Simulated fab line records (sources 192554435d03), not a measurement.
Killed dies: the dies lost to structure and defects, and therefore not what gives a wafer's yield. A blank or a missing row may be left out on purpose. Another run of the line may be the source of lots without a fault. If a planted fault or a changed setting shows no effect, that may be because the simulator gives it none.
Which tool did it? | flow n5_finfet | 14 lots, 42 wafers sampled, at 1 step of a route of 1938

## WHAT THE GAUGES READ, wafer by wafer
N5_START_INSPECT_01: inspects for defects (unpatterned scan). Usual: raw_defect_count reads 5.9 (standard deviation 2.4).
lot  | measured    | on                | raw_defect_count | flag
L913 | day 1 12:02 | defect_inspect-02 | 4 5 7            |
L914 | day 1 18:02 | defect_inspect-01 | 7 4 4            |
L917 | day 2 12:02 | defect_inspect-02 | 4 3 5            |
L918 | day 2 18:02 | defect_inspect-02 | 5 5 10           |
L919 | day 3 00:02 | defect_inspect-01 | 8 9 9            |
L921 | day 3 12:02 | defect_inspect-01 | 4 4 6            |
L922 | day 3 18:02 | defect_inspect-02 | 6 2 9            |
L923 | day 4 00:02 | defect_inspect-01 | 5 7 5            |
L925 | day 4 12:02 | defect_inspect-02 | 10 1 6           |
L926 | day 4 18:02 | defect_inspect-02 | 4 11 8           |
L927 | day 5 00:02 | defect_inspect-02 | 4 4 1            |
L928 | day 5 06:02 | defect_inspect-01 | 6 6 6            |
L930 | day 5 18:02 | defect_inspect-02 | 3 4 6            |
L935 | day 7 00:02 | defect_inspect-01 | 6 6 6            |

## WHAT TOOL EACH LOT RAN ON (gives the tool, then ch and the chambers of the sampled wafers, and finally the start)
Record: no process step prior to these readings.

## AS READ BY THE TOOLS THEMSELVES (means over the sampled wafers that have a number; for cases with no such wafer, the mark the record gives instead)
The record holds no such reading with a usual standard deviation.

## THE ANSWER, worked out from the rows above alone
Rule: lot off if the mean of its wafers having a number is beyond 3 standard deviations from the usual mean. A lot without any number at a reading at which 4 lots or more have one is off too. All remaining lots with rows at the step are treated as sound. Order of review: gauges by route order, followed by the tools' own readings, for which a lot's mean as printed above is used. The first step at which some lot is off is used, and at that step the reading that is off furthest; a lot without a number counts as furthest.
No lot is off at any reading shown: from this, nothing can be told.

## WHAT THE SIMULATOR PUT IN
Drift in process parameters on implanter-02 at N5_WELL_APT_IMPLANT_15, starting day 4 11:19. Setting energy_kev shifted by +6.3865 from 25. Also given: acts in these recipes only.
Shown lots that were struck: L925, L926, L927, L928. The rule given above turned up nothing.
